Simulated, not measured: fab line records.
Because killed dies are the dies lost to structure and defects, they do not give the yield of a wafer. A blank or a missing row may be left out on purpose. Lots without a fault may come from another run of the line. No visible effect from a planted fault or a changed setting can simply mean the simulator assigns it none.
fab line records	flow nand-harc	part 1 of 2: steps 1 to 4 of 6
record: lots: 19	wafers: 57	last-day: 24
route steps=1159 shown A_STAIRCASE@646
lots untouched by any fault: they come from a run of this same line in which no faults occurred
start-h: hours from the record's first day to the start of the lot's first wafer shown	wait-h: time in hours since the lot's previous step	" unchanged from the row above	L1.1+2: a row that stands for several wafers	- no value, or no start given	* or withheld: withheld	< > ~ a bound
route shown NAME@n: a module of which the file shows steps, and the number in the route of the first	usual: average and standard deviation across the fault-free wafers	same: alike in all rows	chamber/n: place in a boat	sites: the reading at each site	_std_site: standard deviation across them	_edge_site: mean of outer sites minus mean of inner sites	radius-mm: for every site, how far away it sits from the centre of the wafer	mask NAME#n: copy n	behind: tool/chamber where the wafer was last shaped	hold: reason for holding the lot/hours on hold/outcome of the hold	device: whichever transistor did not switch (one of n, p or np)	end of line: tests of these same wafers at the route's end	a step without rows: its recipe alone	killed: the dies lost at the first sort to structure and to defects; this is not the yield of the wafer	map: a wafer's dies, marking killed ones x, the rest . and places with no die _
set.NAME: the setting that was run; set.NAME@STEP: the one run at that earlier step	model.NAME: the simulator's own value behind a step, which no gauge read
the route's steps for a sample of lots (tables are steps, rows are wafers)
services: a tool's chamber out of use, with start hour (start-h, from the record's first day; less than 0 if before it), hours out, and reason
== steps ==
step: NHARC_A_STAIRCASE_DESCUM_252
recipe: time-s: 3	o2-flow-sccm: 200	ar-flow-sccm: 0	bias-power-w: 0	chemistry: O2
usual: drypump-motor-current-A: 5.6/0.6	mfc-ar-sccm: 0.002/0.0033	oes-product-au: 0.997/0.011	rf-vpp-V: 57.9/0.85	showerhead-plenum-p-Torr: 1.94/0.093	throttle-valve-pct: 11.311/0.0087
lot.wafer	tool	chamber	start-h	wait-h	drypump-motor-current-A	mfc-ar-sccm	oes-product-au	rf-hours-counter-h	rf-vpp-V	showerhead-plenum-p-Torr	throttle-valve-pct
L078.1	rie-diel-13	2	265.94	-	5.8	0.009	1.007	59	58.9	2.06	11.308
L078.5	"	0	"	"	6.3	0.003	0.994	-	56.6	1.76	11.314
L078.6	"	1	"	"	6.0	0.008	1.010	-	58.2	1.80	11.319
L077.1	rie-diel-13	1	267.05	-	5.9	0.008	1.013	61	56.7	1.80	11.309
L077.4	"	2	"	"	5.8	0.009	1.016	60	58.5	2.06	11.314
L077.6	"	1	"	"	6.0	0.008	1.014	-	57.4	1.80	11.306
L075.3	rie-diel-13	3	268.13	-	5.2	0	0.986	57	58.3	1.89	11.314
L075.1	"	1	"	"	5.9	0.008	1.012	61	58.4	1.80	11.318
L075.6	"	3	"	"	5.2	0	0.982	-	58.6	1.89	11.297
L079.2	rie-diel-07	3	277.19	-	5.1	0	1.013	12	56.6	1.93	11.312
L079.1	"	1	"	"	4.9	0	0.990	13	58.3	1.95	11.319
L079.6	"	3	"	"	5.1	0	1.008	-	58.1	1.93	11.322
L082.4	rie-diel-07	0	299.88	-	5.1	0	0.995	20	57.7	2.07	11.302
L082.1	"	2	"	"	6.6	0	1.033	21	58.3	1.89	11.307
L082.6	"	1	"	"	4.9	0	0.996	-	57.6	1.95	11.318
L084.4	rie-diel-07	1	302.74	-	4.9	0	0.984	22	59.4	1.95	11.304
L084.2	"	3	"	"	5.1	0	0.998	20	57.8	1.93	11.315
L084.6	"	0	"	"	5.1	0	0.990	-	58.5	2.07	11.319
L081.2	rie-diel-13	0	303.42	-	6.3	0.003	0.994	8	58.1	2.07	11.314
L081.3	"	1	"	"	5.9	0.008	1.006	8	56.8	1.80	11.312
L081.6	"	1	"	"	5.9	0.008	1.010	-	57.8	1.80	11.306
L080.3	rie-diel-05	3	305.87	-	6.3	0	1.004	46	57.6	1.87	11.302
L080.1	"	1	"	"	5.2	0	0.990	53	59.1	2.06	11.302
L080.5	"	3	"	"	6.3	0	0.992	-	58.3	1.87	11.294
L083.1	rie-diel-13	0	308.58	-	6.4	0.003	1.000	10	58.8	2.07	11.304
L083.2	"	1	"	"	5.9	0.008	1.011	10	58.3	1.80	11.307
L083.6	"	0	"	"	6.3	0.003	0.994	-	59.0	2.07	11.287
L087.1	rie-diel-07	1	327.12	-	4.9	0	0.991	33	56.2	1.95	11.322
L087.4	"	2	"	"	6.6	0	1.023	33	59.4	1.88	11.306
L087.6	"	3	"	"	5.1	0	1.006	-	58.2	1.93	11.306
L086.2	rie-diel-05	0	327.65	-	6.3	0.005	0.994	55	58.4	1.88	11.311
L086.1	"	2	"	"	6.2	0	1.014	62	58.0	1.95	11.313
L086.5	"	3	"	"	6.3	0	0.996	-	59.0	1.86	11.315
L088.2	rie-diel-07	2	333.26	-	6.6	0	1.006	36	57.7	1.88	11.313
L088.3	"	3	"	"	5.1	0	0.996	33	58.2	1.93	11.298
L088.6	"	1	"	"	4.9	0	0.978	-	57.5	1.95	11.319
L085.3	rie-diel-13	3	333.54	-	5.2	0	0.998	18	57.9	1.88	11.300
L085.1	"	1	"	"	5.9	0.008	1.012	19	58.3	1.79	11.300
L085.2	"	2	"	"	5.8	0.009	0.986	19	57.3	2.05	11.308
L089.4	rie-diel-13	0	341.20	-	6.3	0.003	0.985	21	59.0	2.07	11.321
L089.1	"	1	"	"	6.0	0.008	1.003	21	56.2	1.79	11.310
L089.6	"	3	"	"	5.2	0	0.996	-	58.4	1.88	11.320
L091.4	rie-diel-07	3	341.56	-	5.1	0	0.995	37	57.0	1.93	11.310
L091.6	"	0	"	"	5.1	0	0.989	-	58.3	2.06	11.307
L091.5	"	1	"	"	4.9	0	0.991	-	58.3	1.94	11.326
L090.1	rie-diel-07	2	342.14	-	6.6	0	1.017	39	59.2	1.88	11.309
L090.3	"	3	"	"	5.1	0	0.994	37	57.4	1.93	11.319
L090.6	"	1	"	"	4.9	0	0.983	-	58.1	1.94	11.300
L093.3	rie-diel-05	3	358.55	-	6.3	0	1.008	4	57.7	1.86	11.298
L093.4	"	1	"	"	5.3	0	0.992	3	57.2	2.05	11.294
L093.2	"	2	"	"	6.2	0	1.006	3	58.3	1.95	11.302
L095.3	rie-diel-05	1	368.70	-	5.2	0	0.989	5	58.0	2.05	11.302
L095.1	"	2	"	"	6.3	0	1.014	6	59.0	1.95	11.315
L095.6	"	1	"	"	5.2	0	0.989	-	57.5	2.05	11.306
L096.1	rie-diel-07	3	388.63	-	5.1	0	0.991	53	57.2	1.92	11.319
L096.2	"	2	"	"	6.6	0	0.992	52	57.4	1.88	11.300
L096.6	"	3	"	"	5.1	0	0.981	-	57.8	1.92	11.320
step: NHARC_A_STAIRCASE_ETCH_292
recipe: cf4-flow-sccm: 100	chf3-flow-sccm: 30	ar-flow-sccm: 0	rf-w: 500	bias-w: 200	chemistry: CF4/CHF3
usual: drypump-motor-current-A: 5.7/0.59	mfc-ar-sccm: 0.002/0.0033	oes-product-au: 0.952/0.022	rf-vpp-V: 371.6/2.4	showerhead-plenum-p-Torr: 1.60/0.069	throttle-valve-pct: 16.803/0.0089
lot.wafer	tool	chamber	start-h	wait-h	drypump-motor-current-A	mfc-ar-sccm	oes-product-au	rf-hours-counter-h	rf-vpp-V	showerhead-plenum-p-Torr	throttle-valve-pct
L078.1	rie-diel-07	3	271.14	0.1	5.1	0	0.959	9	370.7	1.59	16.802
L078.5	"	2	"	"	6.6	0	0.990	-	370.2	1.55	16.806
L078.6	"	3	"	"	5.1	0	0.956	-	370.5	1.59	16.807
L077.1	rie-diel-13	1	271.74	0.1	5.9	0.008	0.980	62	367.6	1.49	16.787
L077.6	"	2	"	"	5.9	0.009	0.972	-	373.4	1.68	16.791
L077.4	"	1	"	"	5.9	0.008	0.981	-	367.4	1.49	16.798
L075.1	rie-diel-05	2	272.87	0.1	6.3	0	0.931	40	373.1	1.61	16.810
L075.3	"	0	"	"	6.3	0.005	0.913	35	370.0	1.55	16.815
L075.6	"	1	"	"	5.2	0	0.916	-	373.2	1.69	16.814
L079.1	rie-diel-07	2	281.52	0.1	6.6	0	0.987	13	371.0	1.55	16.816
L079.2	"	3	"	"	5.1	0	0.989	13	369.7	1.59	16.809
L079.6	"	1	"	"	4.9	0	0.948	-	371.9	1.60	16.805
L082.1	rie-diel-13	0	305.10	0.1	6.4	0.003	0.964	8	375.2	1.70	16.798
L082.4	"	3	"	"	5.2	0	0.958	9	370.2	1.55	16.787
L082.6	"	0	"	"	6.3	0.003	0.968	-	375.2	1.70	16.792
L084.2	rie-diel-13	3	307.10	0.1	5.2	0	0.945	9	370.5	1.55	16.808
L084.4	"	0	"	"	6.3	0.003	0.961	9	373.6	1.70	16.810
L084.6	"	3	"	"	5.2	0	0.958	-	371.7	1.55	16.809
L081.2	rie-diel-05	3	307.58	0.1	6.3	0	0.954	46	370.4	1.54	16.794
L081.3	"	0	"	"	6.3	0.005	0.948	48	369.8	1.55	16.805
L081.6	"	2	"	"	6.3	0	0.988	-	372.6	1.61	16.804
L080.3	rie-diel-07	0	309.69	0.1	5.1	0	0.952	23	375.5	1.69	16.808
L080.1	"	2	"	"	6.6	0	0.991	24	370.5	1.55	16.807
L080.5	"	3	"	"	5.1	0	0.989	-	370.7	1.59	16.812
L083.1	rie-diel-13	0	313.45	0.1	6.3	0.003	0.924	11	375.2	1.70	16.802
L083.2	"	3	"	"	5.2	0	0.916	10	370.2	1.55	16.787
L083.6	"	1	"	"	6.0	0.008	0.929	-	368.3	1.48	16.788
L087.4	rie-diel-07	1	331.32	0.1	4.9	0	0.930	35	371.5	1.60	16.795
L087.1	"	2	"	"	6.6	0	0.955	35	369.8	1.55	16.790
L087.6	"	2	"	"	6.6	0	0.950	-	370.2	1.55	16.815
L086.1	rie-diel-07	0	332.82	0.2	5.1	0	0.945	33	374.4	1.69	16.794
L086.2	"	3	"	"	5.1	0	0.938	33	370.9	1.58	16.809
L086.5	"	1	"	"	4.9	0	0.953	-	371.7	1.60	16.807
L088.3	rie-diel-07	3	342.37	0.2	5.1	0	0.916	37	370.1	1.58	16.798
L088.2	"	0	"	"	5.1	0	0.920	38	375.3	1.69	16.814
L088.6	"	2	"	"	6.5	0	0.929	-	369.7	1.55	16.807
L085.1	rie-diel-13	3	343.64	0.1	5.2	0	0.939	22	369.1	1.55	16.804
L085.2	"	0	"	"	6.3	0.003	0.930	22	374.0	1.69	16.809
L085.3	"	2	"	"	5.8	0.009	0.934	22	375.3	1.68	16.785
L089.1	rie-diel-13	1	345.81	0.4	5.9	0.008	0.931	23	366.6	1.48	16.799
L089.4	"	3	"	"	5.2	0	0.934	23	369.7	1.55	16.815
L089.6	"	2	"	"	5.8	0.009	0.924	-	373.0	1.68	16.803
L091.4	rie-diel-07	0	346.47	0.1	5.1	0	0.935	40	373.5	1.69	16.822
L091.5	"	1	"	"	4.9	0	0.947	-	371.8	1.60	16.808
L091.6	"	2	"	"	6.6	0	0.956	-	370.3	1.55	16.810
L090.3	rie-diel-13	3	347.07	0.1	5.2	0	0.958	24	369.3	1.55	16.818
L090.1	"	1	"	"	5.9	0.008	0.976	24	366.7	1.48	16.814
L090.6	"	3	"	"	5.2	0	0.953	-	371.3	1.55	16.782
L093.4	rie-diel-05	2	363.05	0.1	6.3	0	0.987	4	370.3	1.60	16.813
L093.2	"	3	"	"	6.3	0	0.956	6	369.9	1.53	16.792
L093.3	"	0	"	"	6.3	0.005	0.951	5	368.3	1.54	16.797
L095.1	rie-diel-13	2	374.50	0.1	5.8	0.009	0.971	33	374.3	1.67	16.791
L095.3	"	0	"	"	6.3	0.003	0.955	34	374.7	1.69	16.804
L095.6	"	2	"	"	5.8	0.009	0.982	-	374.5	1.67	16.817
L096.2	rie-diel-05	1	394.75	0.1	5.2	0	0.965	16	374.5	1.68	16.803
L096.1	"	2	"	"	6.2	0	1.003	17	372.2	1.60	16.816
L096.6	"	3	"	"	6.3	0	0.966	-	369.2	1.53	16.780
step: NHARC_A_STAIRCASE_ETCH_313
recipe: cf4-flow-sccm: 100	chf3-flow-sccm: 30	ar-flow-sccm: 0	rf-w: 500	bias-w: 200	chemistry: CF4/CHF3
usual: drypump-motor-current-A: 5.7/0.53	mfc-ar-sccm: 0.003/0.0037	oes-product-au: 0.935/0.018	rf-vpp-V: 371.4/2.8	showerhead-plenum-p-Torr: 1.60/0.081	throttle-valve-pct: 16.803/0.0093
lot.wafer	tool	chamber	start-h	wait-h	drypump-motor-current-A	mfc-ar-sccm	oes-product-au	rf-hours-counter-h	rf-vpp-V	showerhead-plenum-p-Torr	throttle-valve-pct
L078.1	rie-diel-05	1	278.04	0.1	5.2	0	0.914	42	373.4	1.69	16.802
L078.5	"	0	"	"	6.3	0.005	0.924	-	371.3	1.55	16.805
L078.6	"	1	"	"	5.3	0	0.924	-	372.6	1.69	16.799
L077.1	rie-diel-07	0	279.33	0.1	5.1	0	0.940	13	373.6	1.70	16.816
L077.4	"	1	"	"	4.9	0	0.948	13	371.4	1.60	16.800
L077.6	"	3	"	"	5.1	0	0.948	-	371.9	1.59	16.787
L075.1	rie-diel-07	3	279.90	0.1	5.1	0	0.950	12	371.9	1.59	16.791
L075.3	"	1	"	"	4.9	0	0.954	13	371.0	1.60	16.815
L075.6	"	0	"	"	5.1	0	0.952	-	374.8	1.70	16.784
L079.1	rie-diel-07	0	286.77	0.1	5.1	0	0.914	14	374.1	1.70	16.813
L079.2	"	1	"	"	4.9	0	0.905	15	371.5	1.60	16.797
L079.6	"	1	"	"	4.9	0	0.921	-	371.1	1.60	16.816
L082.1	rie-diel-13	1	311.78	0.1	6.0	0.008	0.921	10	365.5	1.48	16.799
L082.4	"	3	"	"	5.2	0	0.924	10	369.6	1.55	16.786
L082.6	"	1	"	"	6.0	0.008	0.932	-	367.2	1.48	16.796
L084.4	rie-diel-07	3	312.63	0.1	5.1	0	0.922	23	370.3	1.59	16.792
L084.2	"	0	"	"	5.1	0	0.920	24	375.1	1.69	16.805
L084.6	"	2	"	"	6.6	0	0.937	-	370.6	1.55	16.809
L081.3	rie-diel-13	1	315.25	0.1	5.9	0.008	0.933	12	368.0	1.48	16.812
L081.2	"	2	"	"	5.8	0.009	0.921	11	373.5	1.68	16.800
L081.6	"	1	"	"	5.9	0.008	0.933	-	368.3	1.48	16.795
L080.3	rie-diel-07	0	316.17	0.1	5.1	0	0.924	25	376.0	1.69	16.799
L080.1	"	1	"	"	4.9	0	0.902	27	371.2	1.60	16.805
L080.5	"	3	"	"	5.1	0	0.921	-	371.5	1.59	16.797
L083.1	rie-diel-05	1	318.72	0.2	5.3	0	0.937	56	374.7	1.69	16.828
L083.2	"	2	"	"	6.3	0	0.940	59	371.3	1.60	16.801
L083.6	"	2	"	"	6.3	0	0.949	-	373.4	1.60	16.807
L087.4	rie-diel-13	1	341.08	0.1	5.9	0.008	0.942	21	367.5	1.48	16.816
L087.1	"	0	"	"	6.3	0.003	0.925	21	375.0	1.69	16.805
L087.6	"	1	"	"	5.9	0.008	0.926	-	366.4	1.48	16.798
L086.1	rie-diel-13	0	343.70	0.1	6.3	0.003	0.933	22	375.8	1.69	16.803
L086.2	"	3	"	"	5.2	0	0.933	22	370.2	1.55	16.809
L086.5	"	1	"	"	6.0	0.008	0.940	-	368.0	1.48	16.798
L088.3	rie-diel-13	0	348.80	0.3	6.3	0.003	0.925	25	372.0	1.69	16.790
L088.2	"	2	"	"	5.8	0.009	0.916	25	374.6	1.68	16.808
L088.6	"	1	"	"	5.9	0.008	0.919	-	368.2	1.48	16.801
L085.2	rie-diel-13	2	350.82	0.1	5.8	0.009	0.928	25	373.6	1.68	16.802
L085.1	"	3	"	"	5.2	0	0.924	25	370.3	1.55	16.791
L085.3	"	0	"	"	6.3	0.003	0.921	25	374.3	1.69	16.808
L089.4	rie-diel-05	0	352.63	0.1	6.3	0.005	0.947	0	369.3	1.54	16.803
L089.1	"	3	"	"	6.3	0	0.967	1	368.0	1.53	16.798
L089.6	"	0	"	"	6.3	0.005	0.960	-	370.4	1.54	16.799
L091.4	rie-diel-13	1	356.27	0.1	5.9	0.008	0.960	29	367.7	1.48	16.800
L091.5	"	0	"	"	6.3	0.003	0.960	-	374.3	1.69	16.819
L091.6	"	1	"	"	5.9	0.008	0.964	-	366.2	1.48	16.822
L090.1	rie-diel-07	0	356.86	0.1	5.1	0	0.964	45	373.6	1.69	16.805
L090.3	"	1	"	"	4.9	0	0.954	47	371.0	1.60	16.799
L090.6	"	1	"	"	4.9	0	0.956	-	371.5	1.60	16.792
L093.4	rie-diel-13	0	368.01	0.1	6.3	0.003	0.909	32	374.2	1.69	16.782
L093.2	"	2	"	"	5.8	0.009	0.916	32	374.2	1.67	16.810
L093.3	"	3	"	"	5.2	0	0.925	31	368.8	1.55	16.796
L095.1	rie-diel-13	2	380.89	0.1	5.8	0.009	0.924	35	373.2	1.67	16.819
L095.3	"	0	"	"	6.3	0.003	0.919	36	375.8	1.69	16.796
L095.6	"	2	"	"	5.8	0.009	0.914	-	373.9	1.67	16.806
L096.1	rie-diel-13	2	400.01	0.1	5.8	0.009	0.905	47	373.8	1.67	16.793
L096.2	"	3	"	"	5.2	0	0.926	44	369.9	1.54	16.805
L096.6	"	0	"	"	6.3	0.003	0.918	-	374.2	1.69	16.814
step: NHARC_A_STAIRCASE_STRIP_316
recipe: o2-flow-sccm: 500	ar-flow-sccm: 0	bias-w: 0	chemistry: O2
usual: drypump-motor-current-A: 5.7/0.53	mfc-ar-sccm: 0.003/0.0038	oes-product-au: 0.997/0.0095	rf-vpp-V: 58.0/0.93	showerhead-plenum-p-Torr: 3.60/0.17	throttle-valve-pct: 17.036/0.0086
lot.wafer	tool	chamber	start-h	wait-h	drypump-motor-current-A	mfc-ar-sccm	oes-product-au	rf-hours-counter-h	rf-vpp-V	showerhead-plenum-p-Torr	throttle-valve-pct
L078.1	rie-diel-05	3	-	-	6.3	0	0.997	36	57.2	3.45	17.039
L078.5	"	2	"	"	6.3	0	0.995	-	57.6	3.61	17.064
L078.6	"	3	"	"	6.3	0	0.989	-	58.3	3.45	17.028
L077.1	rie-diel-07	2	-	-	6.6	0	1.015	13	55.5	3.49	17.031
L077.4	"	1	"	"	4.9	0	0.984	14	59.2	3.60	17.035
L077.6	"	2	"	"	6.6	0	1.020	-	58.1	3.49	17.031
L075.3	rie-diel-07	1	-	-	4.9	0	0.980	14	56.9	3.60	17.041
L075.1	"	2	"	"	6.6	0	1.012	13	56.8	3.49	17.026
L075.6	"	0	"	"	5.1	0	0.983	-	58.4	3.80	17.039
L079.2	rie-diel-07	3	-	-	5.1	0	1.003	14	59.4	3.56	17.026
L079.1	"	0	"	"	5.1	0	0.999	15	58.7	3.80	17.023
L079.6	"	0	"	"	5.1	0	0.984	-	58.3	3.80	17.052
L082.4	rie-diel-13	1	-	-	6.0	0.008	1.013	11	57.1	3.33	17.029
L082.1	"	2	"	"	5.9	0.009	0.992	11	57.7	3.77	17.039
L082.6	"	3	"	"	5.2	0	0.998	-	57.4	3.48	17.043
L084.4	rie-diel-07	1	-	-	4.9	0	0.984	26	57.6	3.59	17.048
L084.2	"	2	"	"	6.6	0	1.007	25	56.8	3.48	17.029
L084.6	"	1	"	"	4.9	0	0.985	-	59.2	3.59	17.050
L081.2	rie-diel-13	0	-	-	6.3	0.003	0.996	12	59.3	3.80	17.030
L081.3	"	2	"	"	5.8	0.009	0.993	12	57.8	3.76	17.026
L081.6	"	0	"	"	6.3	0.003	0.996	-	58.0	3.80	17.039
L080.1	rie-diel-07	0	-	-	5.1	0	0.992	25	59.0	3.79	17.039
L080.3	"	1	"	"	4.9	0	0.980	27	57.3	3.59	17.023
L080.5	"	3	"	"	5.1	0	0.994	-	57.2	3.56	17.037
L083.1	rie-diel-13	2	321.55	-	5.8	0.009	0.985	14	57.7	3.76	17.031
L083.2	"	1	"	"	6.0	0.008	0.999	15	57.0	3.32	17.040
L083.6	"	3	"	"	5.2	0	0.994	-	58.1	3.48	17.039
L087.4	rie-diel-13	1	-	-	6.0	0.008	1.003	21	58.9	3.32	17.041
L087.1	"	0	"	"	6.3	0.003	1.003	21	58.0	3.80	17.019
L087.6	"	2	"	"	5.8	0.009	0.994	-	60.7	3.76	17.025
L086.1	rie-diel-13	0	-	-	6.3	0.003	1.006	23	58.8	3.79	17.048
L086.2	"	1	"	"	6.0	0.008	1.004	23	57.7	3.32	17.033
L086.5	"	2	"	"	5.9	0.009	0.990	-	57.9	3.76	17.041
L088.3	rie-diel-13	0	-	-	6.4	0.003	0.989	25	58.0	3.79	17.035
L088.2	"	1	"	"	6.0	0.008	0.996	25	58.8	3.32	17.032
L088.6	"	2	"	"	5.9	0.009	0.996	-	58.6	3.76	17.029
L085.1	rie-diel-13	2	-	-	5.9	0.009	0.995	25	56.6	3.76	17.046
L085.2	"	3	"	"	5.2	0	0.995	25	58.4	3.47	17.032
L085.3	"	0	"	"	6.3	0.003	0.993	26	58.4	3.79	17.030
L089.1	rie-diel-05	0	-	-	6.3	0.005	0.995	1	57.6	3.46	17.039
L089.4	"	3	"	"	6.3	0	1.002	1	56.1	3.44	17.033
L089.6	"	1	"	"	5.2	0	0.993	-	59.4	3.77	17.036
L091.4	rie-diel-13	0	-	-	6.3	0.003	0.992	30	58.9	3.79	17.029
L091.5	"	3	"	"	5.2	0	0.998	-	57.9	3.47	17.041
L091.6	"	0	"	"	6.3	0.003	0.990	-	57.9	3.79	17.027
L090.1	rie-diel-07	3	-	-	5.1	0	0.998	46	60.1	3.54	17.041
L090.3	"	0	"	"	5.1	0	0.998	48	58.9	3.78	17.035
L090.6	"	0	"	"	5.1	0	1.004	-	59.1	3.78	17.032
L093.4	rie-diel-13	3	-	-	5.2	0	0.995	32	58.0	3.47	17.038
L093.2	"	1	"	"	6.0	0.008	0.986	33	56.6	3.32	17.036
L093.3	"	2	"	"	5.8	0.009	0.999	32	57.7	3.75	17.033
L095.1	rie-diel-13	0	-	-	6.3	0.003	0.991	36	57.6	3.79	17.056
L095.3	"	1	"	"	5.9	0.008	1.007	36	58.4	3.31	17.040
L095.6	"	2	"	"	5.9	0.009	0.995	-	58.2	3.75	17.023
L096.1	rie-diel-13	2	-	-	5.8	0.009	0.983	47	58.1	3.74	17.036
L096.2	"	0	"	"	6.3	0.003	0.998	46	59.7	3.78	17.034
L096.6	"	2	"	"	5.8	0.009	0.981	-	59.1	3.74	17.033
